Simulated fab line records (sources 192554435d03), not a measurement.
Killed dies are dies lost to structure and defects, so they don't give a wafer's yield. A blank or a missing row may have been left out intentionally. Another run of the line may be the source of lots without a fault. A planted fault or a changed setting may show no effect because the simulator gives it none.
Chamber matching | flow n5_finfet | N5_BEOL_M8_ETCH_61 on rie_diel-02 has 3 sister chambers
The step etches SiARC in CF4, target depth 45.5 nm, time 75.8 s. 3 wafers are shown with their chamber, then 6 later ones without.

## WAFERS PAIRED WITH THEIR CHAMBERS
wafer  | chamber | showerhead_plenum_p_Torr (Torr)
L083.5 | 1       | 2.06
L083.6 | 0       | 2.13
L085.1 | 3       | 2.20

## WAFERS WITHOUT THEIR CHAMBER
wafer  | showerhead_plenum_p_Torr (Torr)
L085.2 | 2.06
L085.6 | 2.06
L088.2 | 2.20
L088.5 | 2.13
L094.1 | 2.13
L094.6 | 2.05

## EACH ONE'S CHAMBER
wafer  | from the rows above | in truth
L085.2 | 1                   | 1
L085.6 | 1                   | 1
L088.2 | 3                   | 3
L088.5 | 0                   | 0
L094.1 | 0                   | 0
L094.6 | 1                   | 1
Correctly placed: 6 of 6. Left unplaced by these rows: 0. Wrongly placed: 0.
How it was worked out, from the rows above alone: a wafer's distance from a chamber is the root of the sum, over the readings, of the square of ((its reading less the chamber's mean) divided by the reading's scatter). The wafer belongs to the nearest chamber; if the next one is less than 2 further off, it can't be placed. Each chamber's mean is taken over the wafers shown for it. The scatter: with one shown wafer a chamber, the root of the mean of the squares of how far each hidden wafer lies from its nearest shown one.
